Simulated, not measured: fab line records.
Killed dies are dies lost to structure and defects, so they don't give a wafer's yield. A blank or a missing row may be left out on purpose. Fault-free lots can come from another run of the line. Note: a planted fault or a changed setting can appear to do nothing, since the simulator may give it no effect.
fab line records + flow n5_finfet + part 2 of 2: steps 5 to 6 of 6
[record]
- lots = 22
- wafers = 66
- last_day = 17
route steps=1938 shown HKMG_FIN@402 GATE_CUT@468
lots that met no fault: taken from a fault-free run of the same line
start_h: hours from the record's opening day to when the first of the lot's shown wafers began + wait_h: hours from the lot's prior step to this one + " as in the row above + L1.1+2: a row that stands for several wafers + - no value, or no start was given + * or withheld: withheld + < > ~ a bound
route shown NAME@n: NAME is a module with steps in the file, n the number in the route of the first one + usual: average and standard deviation across the fault-free wafers + same: alike in all rows + chamber/n: place in a boat + sites: readings site by site + _std_site: their standard deviation + _edge_site: outer sites' mean less inner sites' + radius_mm: how far each site lies from the wafer's centre + mask NAME#n: copy n + behind: the most recent tool/chamber to have shaped the wafer + hold: reason for holding the lot/hours on hold/outcome of the hold + device: which transistor (n, p or np) failed to switch + end of line: the tests these same wafers got at the end of their route + for a step that has no rows: nothing shown but its recipe + killed: at the first sort, the dies lost to defects and structure; wafer yield is something else + map: a wafer's dies, marking killed ones x, the rest . and places with no die _
set.NAME: the setting the step ran with; set.NAME@STEP: the setting that earlier step ran with + model.NAME: the simulator's own value behind a step, which no gauge read
steps of the route over a sample of lots; a table a step, a row a wafer
services: when a tool's chamber went out of use (start_h, in hours from the record's first day, below 0 if earlier), for how many hours, and the reason
[[steps]]
[step N5_GATE_CUT_VAPOR_ETCH_60]
[recipe]
- chemistry = BCl3/Cl2
- target = HfO2
- mode = isotropic
[usual]
- drypump_motor_current_A = 6.00/0.25
- oes_product_au = 0.72/0.094
| lot.wafer | tool         | chamber | start_h | wait_h | drypump_motor_current_A | oes_product_au |
|-----------|--------------|---------|---------|--------|-------------------------|----------------|
| L074.1    | rie_metal-03 | 1       | 84.31   | 0.0    | 6.14                    | 0.88           |
| L074.3    | "            | 1       | "       | "      | 6.17                    | 0.90           |
| L074.6    | "            | 0       | "       | "      | 5.77                    | 0.62           |
| L075.1    | rie_metal-02 | 1       | 84.44   | 0.0    | 5.83                    | 0.75           |
| L075.4    | "            | 1       | "       | "      | 5.81                    | 0.75           |
| L075.5    | "            | 1       | "       | "      | 5.81                    | 0.75           |
| L076.2    | rie_metal-01 | 1       | 92.44   | 0.0    | 5.72                    | 0.65           |
| L076.3    | "            | 0       | "       | "      | 6.37                    | 0.79           |
| L076.6    | "            | 0       | "       | "      | 6.42                    | 0.79           |
| L077.3    | rie_metal-01 | 0       | 103.11  | 0.0    | 6.39                    | 0.80           |
| L077.4    | "            | 1       | "       | "      | 5.72                    | 0.64           |
| L077.6    | "            | 1       | "       | "      | 5.71                    | 0.65           |
| L078.1    | rie_metal-03 | 1       | 108.97  | 0.0    | 6.09                    | 0.88           |
| L078.3    | "            | 1       | "       | "      | 6.10                    | 0.88           |
| L078.5    | "            | 1       | "       | "      | 6.13                    | 0.88           |
| L079.1    | rie_metal-01 | 1       | 113.22  | 0.0    | 5.71                    | 0.65           |
| L079.5    | "            | 0       | "       | "      | 6.37                    | 0.79           |
| L079.6    | "            | 1       | "       | "      | 5.72                    | 0.65           |
| L080.1    | rie_metal-01 | 0       | 118.94  | 0.0    | 6.38                    | 0.78           |
| L080.4    | "            | 0       | "       | "      | 6.40                    | 0.78           |
| L080.6    | "            | 0       | "       | "      | 6.39                    | 0.79           |
| L081.4    | rie_metal-01 | 1       | 122.15  | 0.0    | 5.71                    | 0.66           |
| L081.5    | "            | 0       | "       | "      | 6.35                    | 0.79           |
| L081.6    | "            | 1       | "       | "      | 5.69                    | 0.65           |
| L082.2    | rie_metal-02 | 1       | 127.21  | 0.0    | 5.82                    | 0.74           |
| L082.3    | "            | 1       | "       | "      | 5.80                    | 0.74           |
| L082.6    | "            | 1       | "       | "      | 5.80                    | 0.73           |
| L084.1    | rie_metal-02 | 0       | 140.95  | 0.0    | 6.09                    | 0.62           |
| L084.2    | "            | 1       | "       | "      | 5.80                    | 0.73           |
| L084.3    | "            | 1       | "       | "      | 5.81                    | 0.75           |
| L085.2    | rie_metal-03 | 0       | 147.79  | 0.0    | 5.77                    | 0.61           |
| L085.3    | "            | 0       | "       | "      | 5.75                    | 0.62           |
| L085.4    | "            | 1       | "       | "      | 6.17                    | 0.87           |
| L086.2    | rie_metal-03 | 1       | 154.38  | 0.0    | 6.17                    | 0.85           |
| L086.3    | "            | 0       | "       | "      | 5.77                    | 0.60           |
| L086.5    | "            | 0       | "       | "      | 5.77                    | 0.61           |
| L088.1    | rie_metal-01 | 0       | 165.91  | 0.0    | 6.43                    | 0.77           |
| L088.3    | "            | 1       | "       | "      | 5.71                    | 0.64           |
| L088.4    | "            | 0       | "       | "      | 6.43                    | 0.77           |
| L089.3    | rie_metal-01 | 0       | 171.49  | 0.0    | 6.38                    | 0.77           |
| L089.5    | "            | 0       | "       | "      | 6.38                    | 0.77           |
| L089.6    | "            | 1       | "       | "      | 5.72                    | 0.64           |
| L090.2    | rie_metal-01 | 1       | 176.35  | 0.0    | 5.73                    | 0.64           |
| L090.5    | "            | 0       | "       | "      | 6.43                    | 0.76           |
| L090.6    | "            | 1       | "       | "      | 5.74                    | 0.64           |
| L091.2    | rie_metal-03 | 0       | 186.17  | 0.0    | 5.76                    | 0.60           |
| L091.5    | "            | 1       | "       | "      | 6.15                    | 0.84           |
| L091.6    | "            | 0       | "       | "      | 5.78                    | 0.61           |
| L092.1    | rie_metal-03 | 0       | 193.45  | 0.0    | 5.79                    | 0.61           |
| L092.4    | "            | 1       | "       | "      | 6.10                    | 0.84           |
| L092.6    | "            | 1       | "       | "      | 6.15                    | 0.85           |
| L093.3    | rie_metal-03 | 1       | 204.01  | 0.1    | 6.18                    | 0.84           |
| L093.4    | "            | 1       | "       | "      | 6.13                    | 0.84           |
| L093.6    | "            | 1       | "       | "      | 6.13                    | 0.85           |
| L094.1    | rie_metal-02 | 1       | 206.74  | 0.0    | 5.83                    | 0.74           |
| L094.2    | "            | 0       | "       | "      | 6.09                    | 0.61           |
| L094.6    | "            | 1       | "       | "      | 5.84                    | 0.73           |
| L095.1    | rie_metal-01 | 0       | 210.65  | 0.0    | 6.35                    | 0.76           |
| L095.2    | "            | 1       | "       | "      | 5.72                    | 0.63           |
| L095.4    | "            | 0       | "       | "      | 6.42                    | 0.75           |
| L096.2    | rie_metal-02 | 1       | 216.80  | 0.0    | 5.83                    | 0.72           |
| L096.4    | "            | 0       | "       | "      | 6.09                    | 0.61           |
| L096.5    | "            | 0       | "       | "      | 6.08                    | 0.61           |
| L097.1    | rie_metal-01 | 0       | 218.73  | 0.0    | 6.36                    | 0.75           |
| L097.2    | "            | 1       | "       | "      | 5.71                    | 0.63           |
| L097.5    | "            | 1       | "       | "      | 5.72                    | 0.63           |
[step N5_GATE_CUT_CMP_02]
[recipe]
- stop_on = SiO2
- t_overpolish_s = 12.7
- post_cmp_clean = alkaline_brush
- down_force_psi = 2.5
- platen_rpm = 51.8
- pad_velocity_m_s = 1.0307
- target_thk_nm = 0
[usual]
- head_pressure_psi = 2.500/0.0057
- motor_current_A = 9.3/0.89
- overpolish_run_s = 12.700/0.0095
- time_to_endpoint_s = 26.8/2.3
| lot.wafer | tool   | chamber | start_h | wait_h | head_pressure_psi | motor_current_A | overpolish_run_s | time_to_endpoint_s |
|-----------|--------|---------|---------|--------|-------------------|-----------------|------------------|--------------------|
| L075.1    | cmp-03 | 1       | 87.21   | 0.1    | 2.502             | 8.7             | 12.701           | 26.9               |
| L075.4    | "      | 2       | "       | "      | 2.507             | 8.6             | 12.692           | 27.9               |
| L075.5    | "      | 1       | "       | "      | 2.510             | 9.7             | 12.719           | 26.5               |
| L074.3    | cmp-02 | 2       | 87.22   | 0.1    | 2.501             | 9.5             | 12.703           | 24.2               |
| L074.1    | "      | 0       | "       | "      | 2.500             | 10.1            | 12.707           | 21.7               |
| L074.6    | "      | 2       | "       | "      | 2.508             | 9.3             | 12.715           | 23.7               |
| L076.2    | cmp-02 | 2       | 95.12   | 0.1    | 2.499             | 9.2             | 12.689           | 25.6               |
| L076.3    | "      | 3       | "       | "      | 2.496             | 11.8            | 12.713           | 24.9               |
| L076.6    | "      | 2       | "       | "      | 2.499             | 9.9             | 12.676           | 21.9               |
| L077.4    | cmp-02 | 3       | 105.80  | 0.1    | 2.497             | 11.3            | 12.697           | 26.0               |
| L077.3    | "      | 1       | "       | "      | 2.500             | 9.2             | 12.706           | 26.8               |
| L077.6    | "      | 2       | "       | "      | 2.510             | 9.5             | 12.701           | 25.5               |
| L078.3    | cmp-03 | 3       | 111.72  | 0.1    | 2.500             | 8.7             | 12.718           | 26.5               |
| L078.1    | "      | 1       | "       | "      | 2.502             | 9.1             | 12.690           | 26.5               |
| L078.5    | "      | 3       | "       | "      | 2.496             | 8.7             | 12.700           | 28.4               |
| L079.1    | cmp-02 | 1       | 115.97  | 0.2    | 2.501             | 9.5             | 12.691           | 26.1               |
| L079.5    | "      | 2       | "       | "      | 2.496             | 9.0             | 12.705           | 25.5               |
| L079.6    | "      | 3       | "       | "      | 2.496             | 11.9            | 12.717           | 25.0               |
| L080.1    | cmp-02 | 0       | 121.59  | 0.1    | 2.501             | 10.7            | 12.697           | 24.3               |
| L080.4    | "      | 2       | "       | "      | 2.496             | 9.1             | 12.703           | 22.4               |
| L080.6    | "      | 0       | "       | "      | 2.505             | 10.4            | 12.702           | 23.4               |
| L081.4    | cmp-04 | 1       | 124.81  | 0.0    | 2.509             | 9.0             | 12.707           | 31.7               |
| L081.5    | "      | 1       | "       | "      | 2.493             | 8.9             | 12.693           | 27.2               |
| L081.6    | "      | 2       | "       | "      | 2.503             | 9.9             | 12.705           | 31.6               |
| L082.3    | cmp-04 | 1       | 130.05  | 0.1    | 2.499             | 9.1             | 12.698           | 28.5               |
| L082.2    | "      | 3       | "       | "      | 2.501             | 9.5             | 12.707           | 29.7               |
| L082.6    | "      | 1       | "       | "      | 2.501             | 9.3             | 12.698           | 29.0               |
| L084.2    | cmp-03 | 2       | 144.24  | 0.1    | 2.514             | 9.2             | 12.692           | 31.7               |
| L084.1    | "      | 3       | "       | "      | 2.502             | 8.9             | 12.694           | 32.6               |
| L084.3    | "      | 1       | "       | "      | 2.505             | 9.3             | 12.712           | 30.7               |
| L085.4    | cmp-02 | 0       | 152.65  | 0.1    | 2.488             | 10.5            | 12.703           | 28.5               |
| L085.3    | "      | 1       | "       | "      | 2.504             | 9.4             | 12.695           | 22.6               |
| L085.2    | "      | 2       | "       | "      | 2.497             | 8.9             | 12.697           | 26.6               |
| L086.3    | cmp-03 | 2       | 158.46  | 0.1    | 2.506             | 8.7             | 12.715           | 25.7               |
| L086.2    | "      | 0       | "       | "      | 2.497             | 8.4             | 12.689           | 26.2               |
| L086.5    | "      | 2       | "       | "      | 2.503             | 9.1             | 12.701           | 27.5               |
| L088.4    | cmp-03 | 1       | 168.59  | 0.1    | 2.494             | 9.2             | 12.704           | 27.4               |
| L088.1    | "      | 2       | "       | "      | 2.498             | 9.2             | 12.706           | 27.0               |
| L088.3    | "      | 3       | "       | "      | 2.498             | 9.1             | 12.700           | 29.2               |
| L089.3    | cmp-03 | 0       | 174.23  | 0.1    | 2.501             | 8.2             | 12.718           | 27.8               |
| L089.6    | "      | 2       | "       | "      | 2.489             | 8.8             | 12.693           | 27.8               |
| L089.5    | "      | 3       | "       | "      | 2.503             | 9.0             | 12.698           | 25.5               |
| L090.2    | cmp-03 | 2       | 179.17  | 0.2    | 2.510             | 8.8             | 12.705           | 28.2               |
| L090.5    | "      | 3       | "       | "      | 2.500             | 9.0             | 12.700           | 28.8               |
| L090.6    | "      | 0       | "       | "      | 2.505             | 8.3             | 12.702           | 29.3               |
| L091.2    | cmp-03 | 0       | 188.85  | 0.1    | 2.502             | 8.7             | 12.693           | 26.5               |
| L091.6    | "      | 3       | "       | "      | 2.508             | 9.2             | 12.702           | 30.0               |
| L091.5    | "      | 0       | "       | "      | 2.503             | 8.6             | 12.694           | 30.7               |
| L092.4    | cmp-03 | 1       | 196.28  | 0.1    | 2.497             | 8.7             | 12.702           | 28.0               |
| L092.1    | "      | 2       | "       | "      | 2.512             | 9.5             | 12.681           | 26.7               |
| L092.6    | "      | 1       | "       | "      | 2.492             | 8.8             | 12.711           | 29.0               |
| L093.4    | cmp-04 | 2       | 206.65  | 0.0    | 2.494             | 9.5             | 12.698           | 25.6               |
| L093.3    | "      | 1       | "       | "      | 2.493             | 9.6             | 12.696           | 24.1               |
| L093.6    | "      | 3       | "       | "      | 2.500             | 9.2             | 12.682           | 24.7               |
| L094.2    | cmp-03 | 1       | 209.52  | 0.1    | 2.505             | 8.7             | 12.714           | 28.3               |
| L094.1    | "      | 0       | "       | "      | 2.501             | 8.5             | 12.713           | 29.0               |
| L094.6    | "      | 2       | "       | "      | 2.509             | 8.9             | 12.704           | 27.0               |
| L095.4    | cmp-02 | 1       | 213.54  | 0.2    | 2.496             | 8.9             | 12.707           | 25.7               |
| L095.2    | "      | 3       | "       | "      | 2.495             | 11.6            | 12.707           | 25.1               |
| L095.1    | "      | 0       | "       | "      | 2.500             | 10.3            | 12.698           | 26.5               |
| L096.4    | cmp-02 | 2       | 219.58  | 0.1    | 2.489             | 9.5             | 12.684           | 25.1               |
| L096.2    | "      | 3       | "       | "      | 2.500             | 12.0            | 12.692           | 24.6               |
| L096.5    | "      | 2       | "       | "      | 2.501             | 9.6             | 12.689           | 27.3               |
| L097.2    | cmp-04 | 3       | 221.47  | 0.1    | 2.491             | 9.6             | 12.719           | 26.2               |
| L097.1    | "      | 2       | "       | "      | 2.496             | 9.8             | 12.688           | 25.8               |
| L097.5    | "      | 0       | "       | "      | 2.498             | 9.1             | 12.698           | 26.7               |
[[services]]
| tool            | chamber | start_h | hours | kind                          |
|-----------------|---------|---------|-------|-------------------------------|
| rie_diel-06     | -       | 60.80   | 0.3   | repair                        |
| cmp-03          | -       | 62.25   | 4.0   | pm                            |
| rie_diel-02     | 1       | 85.19   | -     | clean                         |
| rie_diel-02     | 1       | 85.19   | -     | consumable_replace:focus_ring |
| rie_diel-02     | 1       | 85.19   | 23.3  | scheduled_down                |
| rie_diel-02     | 1       | 85.19   | 23.3  | vent_cycle                    |
| rie_diel-04     | 1       | 107.47  | 3.4   | repair                        |
| rie_metal-02    | 0       | 110.07  | 1.7   | repair                        |
| plasma_asher-01 | -       | 142.48  | 15.6  | pm                            |
| rie_metal-02    | 1       | 143.60  | 13.3  | repair                        |
| cmp-02          | -       | 144.15  | 2.5   | repair                        |
| cmp-04          | -       | 145.72  | 5.4   | pm                            |
| rie_diel-06     | -       | 153.59  | 1.2   | repair                        |
| cmp-04          | -       | 153.98  | 1.3   | repair                        |
| cmp-02          | -       | 156.20  | 0.8   | repair                        |
| plasma_asher-02 | -       | 169.97  | 4.1   | repair                        |
| rie_diel-06     | 1       | 175.24  | 16.7  | repair                        |
| rie_metal-02    | 1       | 182.26  | 13.6  | repair                        |
| rie_diel-02     | 3       | 196.56  | 2.4   | repair                        |
| rie_metal-03    | 0       | 201.58  | 16.2  | repair                        |
| cmp-03          | -       | 210.09  | 40.3  | repair                        |
| cmp-04          | -       | 213.26  | 4.0   | pm                            |
| rie_diel-02     | -       | 217.41  | 0.9   | repair                        |
| cmp-04          | -       | 218.03  | 3.4   | repair                        |
